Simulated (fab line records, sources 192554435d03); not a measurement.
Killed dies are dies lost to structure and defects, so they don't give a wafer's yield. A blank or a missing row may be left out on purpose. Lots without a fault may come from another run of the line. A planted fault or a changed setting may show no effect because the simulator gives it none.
A struck lot beside a sound one | flow n5_finfet | 16 steps out of a route of 1938
Sound: wafers L877.3, L877.4, L877.5. Struck: wafer L895.5. (L895.2 of the same lot was not struck and is left out.) The cause comes at the end.
At each step with rows: each side's tool, then ch and its chambers, then its first start. Under that, the readings that differ: sound wafers | struck wafers | difference of the means | sigmas: that difference in standard deviations of wafers without a fault.
alike: readings whose means differ by less than 2 such deviations, and words and numbers that are the same on both sides. not compared: withheld readings, readings that some wafer has no value for, bounds like >300 that may hide the same value, and numbers for which the record gives no deviation and whose values overlap.
The two part at a step that has a row with sigmas, a row that says differs or no value, or rows on one side only. Numbers that don't overlap but have no deviation are shown without sigmas and don't part them. A reading that every wafer of one side lacks parts them only if that side has two wafers or more.

N5_BEOL_M3_DESCUM_33: chemistry O2, time 7 s.
  sound on rie_diel-06 ch 1,3, day 7 20:32; struck on rie_diel-04 ch 1, day 13 01:11
  reading                         | sound          | struck | difference | sigmas
  oes_product_au (a.u.)           | 0.74 0.74 0.73 | 0.98   | +0.24      | +3
  showerhead_plenum_p_Torr (Torr) | 2.02 1.99 1.99 | 2.24   | +0.24      | +3
  alike: drypump_motor_current_A, rf_vpp_V, throttle_valve_pct
  not compared: rf_hours_counter_h
then, 2 steps without rows for these wafers: N5_BEOL_M3_ETCH_77 (etches underlayer in N2/H2, target depth 6.5 nm, time 5.2 s); N5_BEOL_M3_ETCH_69 (etches SiARC in CF4, target depth 15.6 nm, time 26 s).
N5_BEOL_M3_ALD_98: deposits SiO2, target thk 2.5 nm, pulse time 1 s, co reactant pulse time 1 s.
  sound on ald_sin-02 ch 2,3, day 7 21:16; struck on ald_sin-03 ch 0, day 13 01:41
  alike: heater_power_w, precursor_pulse_height_rel
  not compared: since_wet_clean_h
N5_BEOL_M3_ETCHBACK_99: etches SiO2 in CHF3, target depth 5 nm, time 10.4 s.
  sound on rie_diel-02 ch 1,3, day 8 14:40; struck on rie_diel-04 ch 0, day 14 14:04
  alike: CHF3_flow_sccm, bias_w, drypump_motor_current_A, oes_ar_750_au, oes_product_au, rf_vpp_V, showerhead_plenum_p_Torr, throttle_valve_pct
  not compared: rf_hours_counter_h
N5_BEOL_M3_ETCH_70: etches SOC in N2/H2, target depth 80 nm, overetch 16 nm, time 120 s.
  sound on rie_diel-02 ch 1,3, day 8 14:41; struck on rie_diel-04 ch 0, day 14 14:05
  alike: bias_w, drypump_motor_current_A, h2_flow_sccm, oes_product_au, rf_vpp_V, showerhead_plenum_p_Torr, throttle_valve_pct
  not compared: rf_hours_counter_h
then, 2 steps without rows for these wafers: N5_BEOL_M3_STRIP_71 (strips in N2/H2); N5_BEOL_M3_STRIP_78 (strips in N2/H2).
N5_BEOL_M3_VIA_ETCH_34: etches the open film in C4F6/O2, target depth 69.4 nm, time 65.9 s.
  sound on rie_diel-02 ch 1,3, day 8 14:47; struck on rie_diel-04 ch 0, day 14 14:11
  alike: bias_w, drypump_motor_current_A, oes_ar_750_au, oes_product_au, rf_vpp_V, showerhead_plenum_p_Torr, throttle_valve_pct
  not compared: rf_hours_counter_h
then, 3 steps without rows for these wafers: N5_BEOL_M3_STRIP_83 (strips in C4F6/O2); N5_BEOL_M3_STRIP_36 (strips in N2/H2); N5_BEOL_M3_TRENCH_ETCH_37 (etches SiOC in C4F6/O2, target depth 55.555 nm, time 29.2 s).
N5_BEOL_M3_ETCH_41: etches SiCN in CH3F/O2, target depth 29.9 nm, time 52.5 s.
  sound on rie_diel-02 ch 1,3, day 8 14:55; struck on rie_diel-04 ch 0, day 14 14:20
  reading                  | sound             | struck | difference | sigmas
  oes_product_au (a.u.)    | 0.71 0.72 0.71    | 1.20   | +0.49      | +5
  model.etch.depth_nm (nm) | 19.12 19.22 19.57 | 32.73  | +13.43     |
  alike: bias_w, drypump_motor_current_A, rf_vpp_V, showerhead_plenum_p_Torr, throttle_valve_pct
  not compared: rf_hours_counter_h
then, 1 step without rows for these wafers: N5_BEOL_M3_STRIP_97 (strips in N2/H2, time 10 s).
N5_BEOL_M4_RC_MEAS_101:
  sound on prober-01 ch 0, day 9 05:45; struck on prober-01 ch 0, day 15 04:00
  alike: DIBL_N, DIBL_P, IOFF_N, IOFF_P, ION_N, ION_P, SS_N, SS_P, VT_N, VT_P
then, 1 step without rows for these wafers: N5_PASSIVATION_PROBE_49.

WHERE THEY PART
First at N5_BEOL_M3_DESCUM_33; last, within this record, at N5_BEOL_M3_ETCH_41. Later steps at which nothing parts them and some readings are alike: N5_BEOL_M4_RC_MEAS_101.

WHY: what the simulator had put in
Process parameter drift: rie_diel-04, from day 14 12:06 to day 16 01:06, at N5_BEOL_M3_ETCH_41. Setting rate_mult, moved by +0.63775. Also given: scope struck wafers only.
